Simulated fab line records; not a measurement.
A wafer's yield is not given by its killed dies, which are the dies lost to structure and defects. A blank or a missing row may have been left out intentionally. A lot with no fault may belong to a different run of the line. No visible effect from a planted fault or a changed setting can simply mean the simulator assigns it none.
One fault seen from 2 desks	flow nandHarc	each desk holds nothing but its own numbers, with what lay behind them at the end

== METROLOGY DESK ==
Means of the sampled wafers that have a number, per lot and without regard to the tool the lot ran on: this is what the gauges read. Any lot whose mean is over 4 standard deviations away from the usual mean is out of limits and marked OUT; that distance is given in the brackets.
Columns: A = thkNm at NHARC_A_ONON_D1_THK_MEAS_02, usual 1000 nm; B = thkNm at NHARC_A_ONON_D1_THK_MEAS_08, usual 1001 nm
lot	first seen here	A	B
L289	day 8 04:44	1009	1010
L290	day 8 12:24	1002	1001
L292	day 9 10:08	999	989
L293	day 9 19:49	991	1006
L294	day 10 06:16	1002	988
L297	day 11 18:26	994	1015
L298	day 12 03:46	987	1011
L299	day 12 19:28	999	1005
L307	day 15 17:19	986	1000
L308	day 16 04:58	1001	995
L309	day 16 17:40	997	998
L310	day 17 04:56	999	995
L311	day 17 04:56	1004	982
This desk's verdict: no lot among the 13 shows anything out of limits.

== DESK OF THE TOOL OWNER: rieDiel-05 ==
The tool's own readings at NHARC_A_CHANNEL_HOLE_D1_ETCH_39 (etches the open film in N2/H2, target depth 260 nm, time 325 s): means of the sampled wafers that have a number, for each lot that ran on this tool. Any lot whose mean is over 4 standard deviations away from the usual mean is out of limits and marked OUT; that distance is given in the brackets.
Columns: A = drypumpMotorCurrentA at NHARC_A_CHANNEL_HOLE_D1_ETCH_39, usual 5.6 A; B = oesProductAu at NHARC_A_CHANNEL_HOLE_D1_ETCH_39, usual 0.997 a.u.; C = rfVppV at NHARC_A_CHANNEL_HOLE_D1_ETCH_39, usual 429.9 V; D = showerheadPlenumPTorr at NHARC_A_CHANNEL_HOLE_D1_ETCH_39, usual 2.02 Torr; E = throttleValvePct at NHARC_A_CHANNEL_HOLE_D1_ETCH_39, usual 14.171 %
lot	first seen here	A	B	C	D	E
L289	day 8 21:49	5.8	0.997	427.4	1.94	14.165
L290	day 9 06:05	5.3	0.992	429.9	2.01	14.165
L293	day 10 12:07	5.7	0.989	428.8	1.97	14.165
L297	day 12 10:15	5.3	0.908 (-7.4) OUT	432.8	2.11	14.169
L298	day 12 19:46	5.7	0.952	429.4	2.00	14.174
L299	day 13 15:16	5.7	0.955	429.0	2.00	14.173
L307	day 16 10:20	5.6	0.996	429.7	2.03	14.166
L308	day 16 21:59	5.4	0.997	428.4	1.97	14.172
L309	day 17 11:17	5.7	1.003	429.7	2.00	14.173
L310	day 17 22:22	5.7	0.996	428.5	1.96	14.167
This desk's verdict: out of limits on L297, starting with L297 at day 12 10:15 (oesProductAu at NHARC_A_CHANNEL_HOLE_D1_ETCH_39). Within limits: L289, L290, L293, L298, L299, L307, L308, L309, L310.

== BROUGHT TOGETHER ==
At day 12 10:15, on L297, the tool owner's desk was in a position to raise an alarm.
From the metrology desk's view, nothing was out of limits.
The metrology desk has L297 on record, within its limits.
The lots listed all ran NHARC_A_CHANNEL_HOLE_D1_ETCH_39 on rieDiel-05.

== WHAT WAS PUT IN BY THE SIMULATOR ==
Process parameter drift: rieDiel-05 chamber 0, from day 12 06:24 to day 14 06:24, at NHARC_A_CHANNEL_HOLE_D1_ETCH_39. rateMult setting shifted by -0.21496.
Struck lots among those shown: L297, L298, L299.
How many hours passed from the start of the fault until each desk's first out-of-limits reading: the tool owner's desk, 4.
